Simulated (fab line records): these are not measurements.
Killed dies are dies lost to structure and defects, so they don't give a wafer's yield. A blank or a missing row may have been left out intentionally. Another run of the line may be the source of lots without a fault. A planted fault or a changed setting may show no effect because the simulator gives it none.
Split-lot trial ; flow n5Finfet ; 7 lots, 39 wafers read, on a route of 1938 steps

== ABOUT THE SPLIT ==
At N5_BEOL_M11_TRENCH_ETCH_37 (etches SiCOH lowk in C4F6/O2, target depth 148.83 nm, time 48 s), the setting timeS was moved away from the recipe's 48 s on 15 of the 39 wafers read, by -54.5% to +42.7%. All remaining wafers had this setting at the recipe value.

== FROM THE SPLIT TO THE READING: what the file shows between them, 8 steps ==
- N5_BEOL_M11_ETCH_41: etches SiCN in CH3F/O2, target depth 42.6 nm, time 86 s
- N5_BEOL_M11_STRIP_77: strips in N2/H2, time 10 s
- N5_BEOL_M11_OCD_MEAS_38
- N5_BEOL_M11_HM_STRIP_39: strips TiN in peroxide tin strip, target depth 25 nm, time 158 s
- N5_BEOL_M11_SRD_40: time 30 s
- N5_BEOL_M11_ECD_50: material Cu, target thk 318 nm
- N5_BEOL_M11_ANNEAL_51: time 90 s
- N5_BEOL_M11_CMP_52: polishes, stops on SiCOH lowk, t overpolish 7 s, target thk 140 nm

== THE READING ==
M11_THK, in nm, at N5_BEOL_M11_THK_MEAS_53 (measures by xrf). A value of 141.1 nm with a standard deviation of 2.1 nm is what fault-free wafers of this fab line usually give.

wafer;tool, chamber at the split;timeS as run, s;against the recipe;M11_THK, nm;against lot-mates on the recipe
L077.1;rieDiel-02, 3;48;recipe;138.4;-
L077.2;rieDiel-02, 1;48;recipe;139.1;-
L077.3;rieDiel-02, 0;48;recipe;141.4;-
L077.4;rieDiel-02, 2;48;recipe;139.3;-
L077.5;rieDiel-02, 0;48;recipe;140.6;-
L077.6;rieDiel-02, 1;48;recipe;139.6;-
L089.1;rieDiel-05, 1;63.84;+33.0%;191.2;+50.6
L089.2;rieDiel-05, 3;63.84;+33.0%;192.6;+52.0
L089.3;rieDiel-05, 2;63.84;+33.0%;187.0;+46.4
L089.4;rieDiel-05, 0;48;recipe;141.2;-
L089.5;rieDiel-05, 2;48;recipe;138.9;-
L089.6;rieDiel-05, 3;48;recipe;141.6;-
L091.1;rieDiel-06, 0;58.4;+21.7%;169.3;+30.1
L091.2;rieDiel-06, 1;58.4;+21.7%;173.9;+34.7
L091.3;rieDiel-06, 2;48;recipe;137.4;-
L091.4;rieDiel-06, 3;48;recipe;142.5;-
L091.5;rieDiel-06, 1;58.4;+21.7%;174.1;+34.9
L091.6;rieDiel-06, 2;48;recipe;137.8;-
L094.1;rieDiel-02, 0;48;recipe;144.6;-
L094.2;rieDiel-02, 2;68.5;+42.7%;208.0;+65.3
L094.3;rieDiel-02, 3;68.5;+42.7%;205.0;+62.3
L094.4;rieDiel-02, 3;68.5;+42.7%;203.8;+61.1
L094.5;rieDiel-02, 0;48;recipe;143.5;-
L094.6;rieDiel-02, 2;48;recipe;139.9;-
L093.1;rieDiel-05, 0;21.86;-54.5%;60.2;-82.5
L093.2;rieDiel-05, 1;48;recipe;142.4;-
L093.3;rieDiel-05, 2;48;recipe;144.6;-
L093.4;rieDiel-05, 2;21.86;-54.5%;60.4;-82.3
L093.5;rieDiel-05, 0;48;recipe;141.0;-
L093.6;rieDiel-05, 1;21.86;-54.5%;58.8;-83.9
L095.1;rieDiel-02, 1;48;recipe;143.1;-
L095.2;rieDiel-02, 0;64.13;+33.6%;196.3;+52.9
L095.3;rieDiel-02, 3;64.13;+33.6%;191.2;+47.8
L095.4;rieDiel-02, 2;48;recipe;143.0;-
L095.5;rieDiel-02, 0;48;recipe;144.2;-
L095.6;rieDiel-02, 3;64.13;+33.6%;191.7;+48.3
L097.1;rieDiel-02, 1;48;recipe;141.6;-
L097.3;rieDiel-02, 3;48;recipe;137.5;-
L097.6;rieDiel-02, 3;48;recipe;136.7;-

THE FIT
A straight line over all 39 wafers: M11_THK changes by +1.5 nm for each +1% of timeS; r = +1.00; the points scatter about the line by 2.3 nm.
The same after taking each lot's own level away (the mean of its wafers on the recipe; 39 wafers): +1.5 nm for each +1%; r = +1.00; scatter 1.9 nm.
On that fit, the largest move of timeS shifts the reading by 82 nm.
The span of the lots' own levels, 138.60 to 143.43 nm, comes to 2.3 times the standard deviation stated above.
The two slopes agree, so the slope changes little with the lot-to-lot level.
Check: with one of the wafers moved furthest among these (-54.5%) left out of the fit, the line predicts -82 nm for it against its lot-mates. It came out at -82.5 nm against them.

== THE WHOLE CHAIN: every reading that the file lists as answering this split, in the file's order ==
step;what it does;reading;change (the file's fit);r (the file's)
N5_BEOL_M11_TRENCH_ETCH_37;etches SiCOH lowk in C4F6/O2, target depth 148.83 nm, time 48 s;BEOL_M11.featureDepthNm (the simulator's own value, which no gauge read);+1.48 nm for each +1% of the setting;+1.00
N5_BEOL_M11_TRENCH_ETCH_37;etches SiCOH lowk in C4F6/O2, target depth 148.83 nm, time 48 s;etch.depthNm (the simulator's own value, which no gauge read);+1.48 nm for each +1% of the setting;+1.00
N5_BEOL_M11_TRENCH_ETCH_37;etches SiCOH lowk in C4F6/O2, target depth 148.83 nm, time 48 s;TiN_of_BEOL_M11_HM_DEP_02.thkNm (the simulator's own value, which no gauge read);-0.0409 nm for each +1% of the setting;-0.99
N5_BEOL_M11_OCD_MEAS_38;;trenchDepthNm;+1.48 nm for each +1% of the setting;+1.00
N5_BEOL_M11_CMP_52;polishes, stops on SiCOH lowk, t overpolish 7 s, target thk 140 nm;Cu_of_BEOL_M11_ECD_50.thkNm (the simulator's own value, which no gauge read);+1.48 nm for each +1% of the setting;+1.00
N5_BEOL_M11_THK_MEAS_53;measures by xrf;M11_THK;+1.5 for each +1% of the setting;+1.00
N5_BEOL_M11_RS_MEAS_57;measures by four-point-probe;M11_RS;not straight: 0.4055 at the lowest setting, 0.1508 at the recipe, 0.1014 at the highest;not given

== FILE'S OWN FIT ==
M11_THK changes by +1.5 nm for each +1% of timeS, r = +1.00.
